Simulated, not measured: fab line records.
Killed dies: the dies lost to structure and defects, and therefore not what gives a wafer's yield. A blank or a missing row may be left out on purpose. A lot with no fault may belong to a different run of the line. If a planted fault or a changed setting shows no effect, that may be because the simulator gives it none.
fab line records    flow n5_finfet
record: lots: 7  wafers: 39
route steps=1938 shown FIN_SAQP@96 STI_FIN_REVEAL@190 HKMG_FIN@402
start_h: the number of hours between the record's first day and the start of the first shown wafer of the lot    wait_h: how many hours have passed since the lot's step before this one    " as in the row above    L1.1+2: one row covering several wafers at once    - either no value or no given start    * or withheld: withheld    < > ~ a bound
route shown NAME@n: names a module that has steps shown in the file, with the first one's number in the route    usual: mean and standard deviation over wafers with no fault    same: alike in all rows    chamber/n: place in a boat    sites: the reading at each site    _std_site: standard deviation across them    _edge_site: mean of outer sites minus mean of inner sites    radius_mm: for every site, how far away it sits from the centre of the wafer    mask NAME#n: copy n    behind: tool/chamber where the wafer was last shaped    hold: reason for holding the lot/hours on hold/outcome of the hold    device: transistor that didn't switch, given as n, p or np    end of line: the same wafers' tests at the end of the route    where a step has no rows: the recipe by itself    killed: dies lost to structure and defects at the first sort, not the wafer's yield    map: per-die view of a wafer (x killed, . not killed, _ where there is no die)
set.NAME: the setting as run; set.NAME@STEP: as run at that earlier step    model.NAME: the simulator's own value behind a step, which no gauge read
lots where settings were altered on purpose, with a table for each step and a row for each wafer
== steps ==
step: N5_FIN_SAQP_HM_DEP_03
recipe: material: SiNx  target_thk_a: 380  temp_c: 400  precursor: SiH4/NH3/N2  pressure_torr: 1.5  rf_w: 300  time_s: 33.6
lot.wafer  tool      chamber  start_h  wait_h  set.target_thk_a  model.SiNx_of_FIN_SAQP_HM_DEP_03.thk_nm
L075.1     pecvd-01  1        26.67    0.2     353.1             35.27
L075.2     "         0        "        "       353.1             34.87
L075.3     "         2        "        "       380               38.28
L075.4     "         0        "        "       380               37.84
L075.5     "         1        "        "       353.1             35.96
L075.6     "         2        "        "       380               38.26
L076.2     pecvd-01  1        33.20    0.2     380               38.39
L076.5     "         1        "        "       380               39.05
L076.6     "         2        "        "       380               38.75
L080.1     pecvd-02  1        57.34    0.2     380               38.59
L080.2     "         0        "        "       380               37.58
L080.3     "         2        "        "       420.6             43.52
L080.4     "         1        "        "       420.6             43.1
L080.5     "         2        "        "       380               39.82
L080.6     "         0        "        "       420.6             42.91
L089.1     pecvd-01  0        111.48   0.2     364.2             35.63
L089.2     "         2        "        "       364.2             36.1
L089.3     "         1        "        "       380               37.59
L089.4     "         2        "        "       380               38.35
L089.5     "         0        "        "       364.2             35.8
L089.6     "         1        "        "       380               38.31
L092.1     pecvd-01  0        129.99   0.2     393.7             38.98
L092.2     "         2        "        "       380               37.59
L092.3     "         1        "        "       380               38.24
L092.4     "         2        "        "       393.7             39.18
L092.5     "         0        "        "       380               38.15
L092.6     "         1        "        "       393.7             40.12
L093.1     pecvd-01  2        134.91   0.2     380               37.51
L093.2     "         1        "        "       380               38.1
L093.3     "         0        "        "       380               37.89
L093.4     "         2        "        "       380               38.34
L093.5     "         0        "        "       380               38.6
L093.6     "         1        "        "       380               38.53
L097.1     pecvd-01  2        159.15   0.2     349.7             34.7
L097.2     "         0        "        "       380               37.4
L097.3     "         1        "        "       380               37.54
L097.4     "         0        "        "       349.7             35.07
L097.5     "         2        "        "       349.7             35.52
L097.6     "         1        "        "       380               38.5
step: N5_FIN_SAQP_THK_MEAS_05
usual: thk_nm: 38.0/0.64
lot.wafer  tool           chamber  start_h  wait_h  set.target_thk_a@FIN_SAQP_HM_DEP_03  thk_nm
L075.1     film_metro-02  -        26.76    0.1     353.1                                35.2
L075.2     "              -        "        "       353.1                                34.8
L075.3     "              -        "        "       380                                  38.3
L075.4     "              -        "        "       380                                  37.9
L075.5     "              -        "        "       353.1                                36.0
L075.6     "              -        "        "       380                                  38.2
L076.2     film_metro-01  -        33.29    0.1     380                                  38.4
L076.5     "              -        "        "       380                                  39.0
L076.6     "              -        "        "       380                                  38.7
L080.1     film_metro-01  -        57.42    0.1     380                                  38.6
L080.2     "              -        "        "       380                                  37.6
L080.3     "              -        "        "       420.6                                43.5
L080.4     "              -        "        "       420.6                                43.2
L080.5     "              -        "        "       380                                  39.8
L080.6     "              -        "        "       420.6                                42.9
L089.1     film_metro-01  -        111.57   0.1     364.2                                35.6
L089.2     "              -        "        "       364.2                                36.1
L089.3     "              -        "        "       380                                  37.6
L089.4     "              -        "        "       380                                  38.3
L089.5     "              -        "        "       364.2                                35.9
L089.6     "              -        "        "       380                                  38.3
L092.1     film_metro-02  -        130.08   0.1     393.7                                39.0
L092.2     "              -        "        "       380                                  37.6
L092.3     "              -        "        "       380                                  38.2
L092.4     "              -        "        "       393.7                                39.2
L092.5     "              -        "        "       380                                  38.1
L092.6     "              -        "        "       393.7                                40.1
L093.1     film_metro-02  -        135.00   0.1     380                                  37.5
L093.2     "              -        "        "       380                                  38.1
L093.3     "              -        "        "       380                                  37.9
L093.4     "              -        "        "       380                                  38.3
L093.5     "              -        "        "       380                                  38.6
L093.6     "              -        "        "       380                                  38.5
L097.1     film_metro-02  -        159.23   0.1     349.7                                34.6
L097.2     "              -        "        "       380                                  37.3
L097.3     "              -        "        "       380                                  37.5
L097.4     "              -        "        "       349.7                                35.1
L097.5     "              -        "        "       349.7                                35.5
L097.6     "              -        "        "       380                                  38.5
step: N5_FIN_SAQP_ETCH_65
recipe: chemistry: CF4  target: SiO2  target_depth_a: 40  ion_energy_ev: 350  time_s: 4.4  pressure_mtorr: 10  icp_w: 800  bias_w: 400  cf4_flow_sccm: 80
lot.wafer  tool       chamber  start_h  wait_h  set.time_s  model.etch.depth_nm
L075.1     rie_si-01  0        29.82    0.1     4.4         3.745
L075.2     "          1        "        "       4.4         3.908
L075.3     "          2        "        "       4.4         3.938
L075.4     "          3        "        "       4.4         4.066
L075.5     "          0        "        "       4.4         3.781
L075.6     "          1        "        "       4.4         3.967
L076.2     rie_si-02  2        36.23    0.1     4.4         4.076
L076.5     "          3        "        "       4.4         4.11
L076.6     "          0        "        "       4.4         4.182
L080.1     rie_si-01  0        61.35    0.1     4.4         3.77
L080.2     "          1        "        "       4.4         3.902
L080.3     "          2        "        "       4.4         3.873
L080.4     "          3        "        "       4.4         3.986
L080.5     "          3        "        "       4.4         3.983
L080.6     "          0        "        "       4.4         3.764
L089.1     rie_si-02  2        114.49   0.1     3.944       3.621
L089.2     "          0        "        "       4.4         4.132
L089.3     "          1        "        "       4.4         3.804
L089.4     "          3        "        "       3.944       3.695
L089.5     "          2        "        "       4.4         4.059
L089.6     "          3        "        "       3.944       3.692
L092.1     rie_si-02  0        132.92   0.1     4.4         4.11
L092.2     "          1        "        "       4.749       4.088
L092.3     "          2        "        "       4.749       4.281
L092.4     "          3        "        "       4.4         4.108
L092.5     "          0        "        "       4.4         4.099
L092.6     "          1        "        "       4.749       4.091
L093.1     rie_si-01  1        138.06   0.1     5.279       4.621
L093.2     "          0        "        "       4.4         3.721
L093.3     "          2        "        "       4.4         3.893
L093.4     "          3        "        "       5.279       4.616
L093.5     "          3        "        "       4.4         3.859
L093.6     "          0        "        "       5.279       4.471
L097.1     rie_si-03  2        163.18   0.1     5.179       4.762
L097.2     "          1        "        "       5.179       4.393
L097.3     "          0        "        "       4.4         3.855
L097.4     "          3        "        "       4.4         3.888
L097.5     "          0        "        "       4.4         3.845
L097.6     "          1        "        "       5.179       4.345
step: N5_FIN_SAQP_MANDREL_ETCH_58
recipe: chemistry: HBr/Cl2  target: a-Si  target_depth_a: 450  bt_time_s: 10  stop_on: SiNx  mask_material: SiO2  over_etch_frac: 0.8  time_s: 27  pressure_mtorr: 10  icp_w: 800  bias_w: 75  HBr_flow_sccm: 150  Cl2_flow_sccm: 80  ends: end_point
step: N5_FIN_SAQP_RECESS_63
recipe: chemistry: HF/NH3  target: SiO2  target_depth_a: 180  afs_cycles: 3  temp_c: 30  sublimation_temp_c: 180  sublimation_time_s: 60
step: N5_FIN_SAQP_MANDREL2_REMOVE_60
recipe: chemistry: HBr/Cl2/O2  bt_time_s: 10  target: a-Si  stop_on: SiNx  endpoint: OES-SiCl  over_etch_frac: 1  icp_w: 600  bias_w: 22  HBr_flow_sccm: 150  Cl2_flow_sccm: 80  O2_flow_sccm: 5  pressure_mtorr: 10
step: N5_FIN_SAQP_HM_OPEN_33
recipe: chemistry: CH3F/O2  target: SiNx  mask_material: SiO2  target_depth_a: 494  time_s: 70.6  pressure_mtorr: 30  source_w: 395  bias_w: 73  Ar_flow_sccm: 150  CH3F_flow_sccm: 30  O2_flow_sccm: 20  ion_energy_ev: 120  ends: cleared
usual: etch_rf_on_time_s: 70.4/1.9
lot.wafer  tool         chamber  start_h  wait_h  set.target_thk_a@FIN_SAQP_HM_DEP_03  etch_rf_on_time_s  model.etch.depth_nm
L075.1     rie_diel-06  1        31.37    0.2     353.1                                65.7               34.64
L075.2     "            0        "        "       353.1                                64.9               34.25
L075.3     "            3        "        "       380                                  70.7               37.65
L075.4     "            2        "        "       380                                  70.4               37.21
L075.5     "            1        "        "       353.1                                66.9               35.33
L075.6     "            0        "        "       380                                  71.0               37.64
L076.2     rie_diel-06  2        39.12    0.0     380                                  70.8               37.65
L076.5     "            3        "        "       380                                  71.7               38.26
L076.6     "            0        "        "       380                                  72.0               37.97
L080.1     rie_diel-06  2        62.78    0.0     380                                  71.5               37.96
L080.2     "            1        "        "       380                                  69.6               36.95
L080.3     "            3        "        "       420.6                                80.9               42.89
L080.4     "            3        "        "       420.6                                79.9               42.48
L080.5     "            1        "        "       380                                  73.9               39.19
L080.6     "            2        "        "       420.6                                79.1               42.28
L089.1     rie_diel-04  3        116.00   0.1     364.2                                62.8               34.89
L089.2     "            2        "        "       364.2                                64.0               35.32
L089.3     "            1        "        "       380                                  71.4               36.96
L089.4     "            0        "        "       380                                  69.7               37.56
L089.5     "            2        "        "       364.2                                64.0               35.06
L089.6     "            3        "        "       380                                  68.1               37.52
L092.1     rie_diel-06  1        134.76   0.3     393.7                                73.2               38.21
L092.2     "            0        "        "       380                                  70.8               36.96
L092.3     "            2        "        "       380                                  70.3               37.5
L092.4     "            0        "        "       393.7                                72.6               38.39
L092.5     "            2        "        "       380                                  69.8               37.38
L092.6     "            1        "        "       393.7                                75.0               39.49
L093.1     rie_diel-02  2        139.65   0.1     380                                  67.1               36.88
L093.2     "            3        "        "       380                                  71.2               37.47
L093.3     "            0        "        "       380                                  70.9               37.26
L093.4     "            2        "        "       380                                  69.3               37.71
L093.5     "            3        "        "       380                                  72.7               37.97
L093.6     "            0        "        "       380                                  72.1               37.9
L097.1     rie_diel-06  2        165.49   0.5     349.7                                64.5               34.07
L097.2     "            0        "        "       380                                  70.6               36.77
L097.3     "            1        "        "       380                                  70.9               36.91
L097.4     "            2        "        "       349.7                                65.2               34.45
L097.5     "            1        "        "       349.7                                67.4               34.89
L097.6     "            0        "        "       380                                  72.3               37.87
step: N5_FIN_SAQP_ETCH_34
recipe: chemistry: C4F6/O2  target: SiO2  target_depth_a: 450  time_s: 15  ion_energy_ev: 250  pressure_mtorr: 30  source_w: 345  bias_w: 185  Ar_flow_sccm: 300  C4F6_flow_sccm: 10  O2_flow_sccm: 10  ends: cleared
lot.wafer  tool         chamber  start_h  wait_h  set.target_thk_a@FIN_SAQP_HM_DEP_03  model.SiNx_of_FIN_SAQP_HM_DEP_03.thk_nm
L075.1     rie_diel-06  1        31.44    0.0     353.1                                31.8
L075.2     "            0        "        "       353.1                                31.4
L075.3+6   "            3,0      "        "       380                                  34.8
L075.4     "            2        "        "       380                                  34.4
L075.5     "            1        "        "       353.1                                32.4
L076.2     rie_diel-06  2        39.19    0.0     380                                  34.8
L076.5     "            3        "        "       380                                  35.4
L076.6     "            0        "        "       380                                  35.2
L080.1     rie_diel-06  2        62.85    0.0     380                                  35
L080.2     "            1        "        "       380                                  34
L080.3     "            3        "        "       420.6                                40
L080.4     "            3        "        "       420.6                                39.6
L080.5     "            1        "        "       380                                  36.2
L080.6     "            2        "        "       420.6                                39.4
L089.1     rie_diel-04  3        116.07   0.0     364.2                                32
L089.2     "            2        "        "       364.2                                32.6
L089.3     "            1        "        "       380                                  34
L089.4+6   "            0,3      "        "       380                                  34.6
L089.5     "            2        "        "       364.2                                32.2
L092.1     rie_diel-06  1        134.83   0.0     393.7                                35.2
L092.2     "            0        "        "       380                                  34.2
L092.3     "            2        "        "       380                                  34.6
L092.4     "            0        "        "       393.7                                35.6
L092.5     "            2        "        "       380                                  34.4
L092.6     "            1        "        "       393.7                                36.6
L093.1     rie_diel-02  2        139.72   0.0     380                                  34
L093.2     "            3        "        "       380                                  34.6
L093.3     "            0        "        "       380                                  34.4
L093.4     "            2        "        "       380                                  34.8
L093.5+6   "            3,0      "        "       380                                  35
L097.1     rie_diel-06  2        165.56   0.0     349.7                                31.2
L097.2+3   "            0,1      "        "       380                                  34
L097.4     "            2        "        "       349.7                                31.6
L097.5     "            1        "        "       349.7                                32
L097.6     "            0        "        "       380                                  35
step: N5_FIN_SAQP_STRIP_77
recipe: chemistry: N2/H2  time_s: 90  power_w: 100  temp_c: 40  pressure_mtorr: 100  rf_frequency_hz: 6e+07  bias_power_w: 3  n2_flow_sccm: 300  h2_flow_sccm: 300
step: N5_FIN_SAQP_ETCH_64
recipe: chemistry: CF4  target: SiO2  target_depth_a: 15  ion_energy_ev: 350  pressure_mtorr: 10  icp_w: 800  bias_w: 400  cf4_flow_sccm: 80
step: N5_FIN_SAQP_FIN_ETCH_36
recipe: chemistry: HBr/Cl2/O2  target_depth_a: 1200  mask_material: SiNx  time_s: 50.4  bias_w: 102  pressure_mtorr: 10  icp_w: 800  HBr_flow_sccm: 150  Cl2_flow_sccm: 80  O2_flow_sccm: 12
lot.wafer  tool       chamber  start_h  wait_h  set.target_thk_a@FIN_SAQP_HM_DEP_03  model.SiNx_of_FIN_SAQP_HM_DEP_03.thk_nm
L075.1     rie_si-01  1        31.66    0.0     353.1                                18.6
L075.2     "          2        "        "       353.1                                18
L075.3+6   "          3        "        "       380                                  21
L075.4     "          0        "        "       380                                  21.4
L075.5     "          0        "        "       353.1                                19.4
L076.2+5   rie_si-01  0,2      39.41    0.0     380                                  21.8
L076.6     "          3        "        "       380                                  21.6
L080.1     rie_si-01  1        63.07    0.0     380                                  22
L080.2     "          0        "        "       380                                  21.2
L080.3     "          3        "        "       420.6                                26.6
L080.4     "          2        "        "       420.6                                26.2
L080.5     "          0        "        "       380                                  23.4
L080.6     "          3        "        "       420.6                                25.8
L089.1     rie_si-03  0        116.28   0.0     364.2                                19
L089.2+5   "          2,0      "        "       364.2                                19.4
L089.3     "          1        "        "       380                                  21.8
L089.4     "          3        "        "       380                                  21.6
L089.6     "          3        "        "       380                                  21.4
L092.1     rie_si-03  2        135.05   0.0     393.7                                22
L092.2+3   "          1,3      "        "       380                                  21.8
L092.4     "          0        "        "       393.7                                22.6
L092.5     "          1        "        "       380                                  22.4
L092.6     "          0        "        "       393.7                                23.6
L093.1+4   rie_si-03  1,3      139.94   0.0     380                                  22
L093.2+3   "          2,0      "        "       380                                  21.4
L093.5     "          3        "        "       380                                  22.2
L093.6     "          2        "        "       380                                  21.8
L097.1     rie_si-01  1        165.77   0.0     349.7                                18
L097.2     "          2        "        "       380                                  20.6
L097.3     "          0        "        "       380                                  21.2
L097.4     "          3        "        "       349.7                                18.4
L097.5     "          2        "        "       349.7                                18.6
L097.6     "          1        "        "       380                                  22
step: N5_FIN_SAQP_PRECLEAN_38
recipe: chemistry: O3/DIW  time_s: 45  temp_c: 22  o3_ppm: 10
step: N5_FIN_SAQP_PRECLEAN_45
recipe: chemistry: dHF  time_s: 10  dilution: 500:1  temp_c: 25
lot.wafer  tool          chamber  start_h  wait_h  set.target_thk_a@FIN_SAQP_HM_DEP_03  model.SiNx_of_FIN_SAQP_HM_DEP_03.thk_nm
L075.1     wet_bench-01  5        31.84    0.0     353.1                                18.4
L075.2     "             3        "        "       353.1                                17.8
L075.3+6   "             2,1      "        "       380                                  20.8
L075.4     "             4        "        "       380                                  21.2
L075.5     "             0        "        "       353.1                                19.4
L076.2     wet_bench-01  3        39.59    0.0     380                                  21.6
L076.5     "             1        "        "       380                                  21.8
L076.6     "             0        "        "       380                                  21.4
L080.1     wet_bench-06  6        63.25    0.0     380                                  21.8
L080.2     "             5        "        "       380                                  21.2
L080.3     "             0        "        "       420.6                                26.4
L080.4     "             7        "        "       420.6                                26.2
L080.5     "             3        "        "       380                                  23.2
L080.6     "             4        "        "       420.6                                25.8
L089.1     wet_bench-06  2        116.46   0.0     364.2                                19
L089.2+5   "             0,3      "        "       364.2                                19.2
L089.3     "             6        "        "       380                                  21.6
L089.4+6   "             7,1      "        "       380                                  21.4
L092.1     wet_bench-01  3        135.22   0.0     393.7                                22
L092.2     "             7        "        "       380                                  21.8
L092.3     "             2        "        "       380                                  21.6
L092.4     "             0        "        "       393.7                                22.6
L092.5     "             1        "        "       380                                  22.2
L092.6     "             4        "        "       393.7                                23.4
L093.1+4   wet_bench-01  2,7      140.11   0.0     380                                  21.8
L093.2+3   "             1,0      "        "       380                                  21.4
L093.5     "             6        "        "       380                                  22.2
L093.6     "             5        "        "       380                                  21.6
L097.1     wet_bench-06  3        165.95   0.0     349.7                                17.8
L097.2     "             2        "        "       380                                  20.4
L097.3     "             6        "        "       380                                  21.2
L097.4     "             4        "        "       349.7                                18.2
L097.5     "             5        "        "       349.7                                18.4
L097.6     "             7        "        "       380                                  21.8
step: N5_STI_FIN_REVEAL_ETCHBACK_08
recipe: chemistry: C4F6/O2  target: SiO2  target_depth_a: 305  time_s: 10.167  ion_energy_ev: 250  pressure_mtorr: 30  source_w: 345  bias_w: 185  Ar_flow_sccm: 300  C4F6_flow_sccm: 10  O2_flow_sccm: 10
lot.wafer   tool         chamber  start_h  wait_h  set.target_depth_a
L075.1+2+4  rie_diel-02  0,2,1    39.34    0.2     277.5
L075.3+5+6  "            3,3,0    "        "       305
L076.2+5+6  rie_diel-06  2,3,0    47.27    0.2     305
L080.1+5+6  rie_diel-02  1,1,2    70.55    0.2     267.5
L080.2+3+4  "            0,2,0    "        "       305
L089.1+3+5  rie_diel-02  0,1,2    124.46   0.3     330.6
L089.2+4+6  "            3,2,1    "        "       305
L092.1+2+4  rie_diel-02  3,2,2    144.33   0.2     305
L092.3+5+6  "            0,0,3    "        "       332.7
L093.1+4+5  rie_diel-02  3,3,2    147.90   0.4     276.9
L093.2+3+6  "            2,0,0    "        "       305
L097.1+3+5  rie_diel-02  0,2,3    173.19   0.2     267.3
L097.2+4+6  "            3,0,2    "        "       305
step: N5_STI_FIN_REVEAL_STRIP_24
recipe: chemistry: N2/H2  time_s: 90  power_w: 100  temp_c: 40  pressure_mtorr: 100  rf_frequency_hz: 6e+07  bias_power_w: 3  n2_flow_sccm: 300  h2_flow_sccm: 300
step: N5_STI_FIN_REVEAL_PRECLEAN_25
recipe: chemistry: SPM  time_s: 90  temp_c: 120  mix: 4:1
step: N5_STI_FIN_REVEAL_SRD_23
recipe: dry: ipa_marangoni  time_s: 30  temp_c: 23  rinse_liquid: diw
step: N5_STI_FIN_REVEAL_FIN_H_MEAS_10
usual: trench_depth_nm: 51.6/0.67
lot.wafer  tool    chamber  start_h  wait_h  set.target_depth_a@STI_FIN_REVEAL_ETCHBACK_08  trench_depth_nm
L075.1     ocd-02  -        42.39    0.0     277.5                                          50.0
L075.2     "       -        "        "       277.5                                          50.4
L075.3     "       -        "        "       305                                            52.2
L075.4     "       -        "        "       277.5                                          49.6
L075.5     "       -        "        "       305                                            52.6
L075.6     "       -        "        "       305                                            52.1
L076.2     ocd-02  -        50.40    0.0     305                                            51.2
L076.5     "       -        "        "       305                                            52.1
L076.6     "       -        "        "       305                                            50.8
L080.1     ocd-02  -        73.49    0.0     267.5                                          48.8
L080.2     "       -        "        "       305                                            51.8
L080.3     "       -        "        "       305                                            53.1
L080.4     "       -        "        "       305                                            52.2
L080.5     "       -        "        "       267.5                                          48.3
L080.6     "       -        "        "       267.5                                          49.0
L089.1     ocd-02  -        127.50   0.0     330.6                                          53.2
L089.2     "       -        "        "       305                                            50.2
L089.3     "       -        "        "       330.6                                          52.8
L089.4     "       -        "        "       305                                            51.7
L089.5     "       -        "        "       330.6                                          54.3
L089.6     "       -        "        "       305                                            51.3
L092.1     ocd-02  -        147.29   0.0     305                                            50.4
L092.2     "       -        "        "       305                                            51.5
L092.3     "       -        "        "       332.7                                          53.6
L092.4     "       -        "        "       305                                            52.5
L092.5     "       -        "        "       332.7                                          53.6
L092.6     "       -        "        "       332.7                                          53.2
L093.1     ocd-02  -        150.93   0.0     276.9                                          48.6
L093.2     "       -        "        "       305                                            52.2
L093.3     "       -        "        "       305                                            51.8
L093.4     "       -        "        "       276.9                                          47.9
L093.5     "       -        "        "       276.9                                          49.8
L093.6     "       -        "        "       305                                            51.0
L097.1     ocd-02  -        176.26   0.0     267.3                                          47.1
L097.2     "       -        "        "       305                                            51.7
L097.3     "       -        "        "       267.3                                          47.4
L097.4     "       -        "        "       305                                            51.1
L097.5     "       -        "        "       267.3                                          47.0
L097.6     "       -        "        "       305                                            51.4
step: N5_HKMG_FIN_ETCH_54
recipe: chemistry: CF4  target: SiARC  target_depth_a: 455  mask_material: CAR-ArF  time_s: 75.8  ion_energy_ev: 80  pressure_mtorr: 40  source_w: 545  bias_w: 36  Ar_flow_sccm: 100  cf4_flow_sccm: 100  ends: cleared
usual: etch_rf_on_time_s: 77.1/2  rf_vpp_V: 184.1/1.1
lot.wafer  tool         chamber  start_h  wait_h  set.source_w  etch_rf_on_time_s  rf_vpp_V
L075.1     rie_diel-06  2        79.56    0.0     545           76.1               185.8
L075.2     "            0        "        "       622.9         68.4               176.2
L075.3     "            1        "        "       622.9         68.7               176.0
L075.4     "            1        "        "       622.9         69.0               175.4
L075.5     "            2        "        "       545           75.3               183.9
L075.6     "            0        "        "       545           77.3               184.6
L076.2     rie_diel-04  0        91.87    0.0     545           77.0               184.9
L076.5     "            3        "        "       545           71.1               182.1
L076.6     "            0        "        "       545           77.6               186.7
L080.1     rie_diel-06  2        108.54   0.0     545           75.2               184.0
L080.2     "            1        "        "       545           78.5               183.8
L080.3     "            0        "        "       545           76.7               183.9
L080.4     "            0        "        "       545           77.5               183.9
L080.5     "            1        "        "       545           77.5               184.0
L080.6     "            2        "        "       545           75.0               184.9
L089.1     rie_diel-06  0        161.49   0.0     487.2         85.2               191.7
L089.2     "            2        "        "       545           75.3               184.3
L089.3     "            1        "        "       487.2         86.7               188.8
L089.4     "            2        "        "       487.2         83.8               191.1
L089.5     "            0        "        "       545           76.9               185.0
L089.6     "            1        "        "       545           78.7               182.7
L092.1     rie_diel-02  3        181.27   0.0     545           79.6               184.2
L092.2     "            0        "        "       639.9         67.7               172.3
L092.3     "            1        "        "       545           77.3               184.6
L092.4     "            2        "        "       639.9         66.0               175.5
L092.5     "            3        "        "       545           80.7               183.1
L092.6     "            0        "        "       639.9         67.5               173.4
L093.1     rie_diel-02  2        184.45   0.0     545           74.3               182.9
L093.2     "            1        "        "       545           77.7               185.4
L093.3     "            0        "        "       545           76.6               182.2
L093.4     "            3        "        "       545           79.6               183.6
L093.5     "            2        "        "       545           75.2               184.1
L093.6     "            1        "        "       545           77.0               184.2
L097.1     rie_diel-02  3        213.26   0.0     545           79.4               183.6
L097.2     "            0        "        "       545           77.8               182.1
L097.3     "            1        "        "       545           77.1               184.7
L097.4     "            1        "        "       634           67.3               175.1
L097.5     "            0        "        "       634           67.8               173.3
L097.6     "            3        "        "       634           69.7               174.3
== key ==
split: step: N5_FIN_SAQP_HM_DEP_03  setting: target_thk_a  stated: 380  by: wafer
response: step: N5_FIN_SAQP_HM_DEP_03  reading: model.SiNx_of_FIN_SAQP_HM_DEP_03.thk_nm  change: +0.403  per: 1%  r: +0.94
response: step: N5_FIN_SAQP_THK_MEAS_05  reading: thk_nm  change: *  per: 1%  r: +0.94
response: step: N5_FIN_SAQP_HM_OPEN_33  reading: etch_rf_on_time_s  change: *  per: 1%  r: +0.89
response: step: N5_FIN_SAQP_HM_OPEN_33  reading: model.etch.depth_nm  change: +0.403  per: 1%  r: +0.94
response: step: N5_FIN_SAQP_ETCH_34  reading: model.SiNx_of_FIN_SAQP_HM_DEP_03.thk_nm  change: +0.406  per: 1%  r: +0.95
response: step: N5_FIN_SAQP_FIN_ETCH_36  reading: model.SiNx_of_FIN_SAQP_HM_DEP_03.thk_nm  change: +0.372  per: 1%  r: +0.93
response: step: N5_FIN_SAQP_PRECLEAN_45  reading: model.SiNx_of_FIN_SAQP_HM_DEP_03.thk_nm  change: +0.376  per: 1%  r: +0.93
split: step: N5_FIN_SAQP_ETCH_65  setting: time_s  stated: 4.4  by: wafer
response: step: N5_FIN_SAQP_ETCH_65  reading: model.etch.depth_nm  change: +0.0339  per: 1%  r: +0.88
split: step: N5_STI_FIN_REVEAL_ETCHBACK_08  setting: target_depth_a  stated: 305  by: wafer
response: step: N5_STI_FIN_REVEAL_FIN_H_MEAS_10  reading: trench_depth_nm  change: +0.295  per: 1%  r: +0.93
split: step: N5_HKMG_FIN_ETCH_54  setting: source_w  stated: 545  by: wafer
response: step: N5_HKMG_FIN_ETCH_54  reading: etch_rf_on_time_s  change: *  per: 1%  r: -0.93
response: step: N5_HKMG_FIN_ETCH_54  reading: rf_vpp_V  change: -0.592  per: 1%  r: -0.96
